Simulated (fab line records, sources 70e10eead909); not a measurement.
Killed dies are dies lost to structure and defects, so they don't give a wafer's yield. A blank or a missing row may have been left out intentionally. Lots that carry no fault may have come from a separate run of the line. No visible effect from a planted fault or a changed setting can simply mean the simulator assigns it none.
Chamber matching :: flow nand-harc :: 4 sister chambers for NHARC_P_M1_DESCUM_14 on rie-diel-07
The step chemistry O2, time 3 s. 4 wafers are shown with their chamber, then 10 later ones without.

## WAFERS PAIRED WITH THEIR CHAMBERS
wafer: L087.1
chamber: 2
drypump-motor-current-A (A): 6.6

wafer: L087.3
chamber: 0
drypump-motor-current-A (A): 5.5

wafer: L089.1
chamber: 3
drypump-motor-current-A (A): 5.9

wafer: L089.2
chamber: 1
drypump-motor-current-A (A): 5.4

## WAFERS WHOSE CHAMBER IS MISSING
wafer: L089.3
drypump-motor-current-A (A): 5.5

wafer: L092.1
drypump-motor-current-A (A): 5.9

wafer: L092.2
drypump-motor-current-A (A): 5.6

wafer: L092.4
drypump-motor-current-A (A): 5.4

wafer: L093.1
drypump-motor-current-A (A): 5.4

wafer: L093.3
drypump-motor-current-A (A): 5.9

wafer: L093.5
drypump-motor-current-A (A): 5.6

wafer: L096.1
drypump-motor-current-A (A): 6.6

wafer: L096.2
drypump-motor-current-A (A): 5.6

wafer: L096.3
drypump-motor-current-A (A): 5.9

## WHICH CHAMBER EACH WENT THROUGH
wafer: L089.3
from the rows above: can't be placed: 0 or 1
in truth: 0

wafer: L092.1
from the rows above: 3
in truth: 3

wafer: L092.2
from the rows above: can't be placed: 0 or 1
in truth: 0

wafer: L092.4
from the rows above: can't be placed: 1 or 0
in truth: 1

wafer: L093.1
from the rows above: can't be placed: 1 or 0
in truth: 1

wafer: L093.3
from the rows above: 3
in truth: 3

wafer: L093.5
from the rows above: can't be placed: 0 or 1
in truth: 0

wafer: L096.1
from the rows above: 2
in truth: 2

wafer: L096.2
from the rows above: can't be placed: 0 or 1
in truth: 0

wafer: L096.3
from the rows above: 3
in truth: 3
Correct placement for 4 of the 10. From these rows, 6 cannot be placed; in 6 the true chamber is one of the candidates. 0 placed wrongly.
How it was worked out, from the rows above alone: a wafer's distance from a chamber is the root of the sum, over the readings, of the square of ((its reading less the chamber's mean) divided by the reading's scatter). If the next closest chamber is less than 2 further off than the closest, the wafer can't be placed; otherwise it belongs to the closest. The mean given for a chamber averages the wafers shown for that chamber. The scatter: root of mean squared gap, hidden wafer to nearest shown wafer, with one shown wafer a chamber.
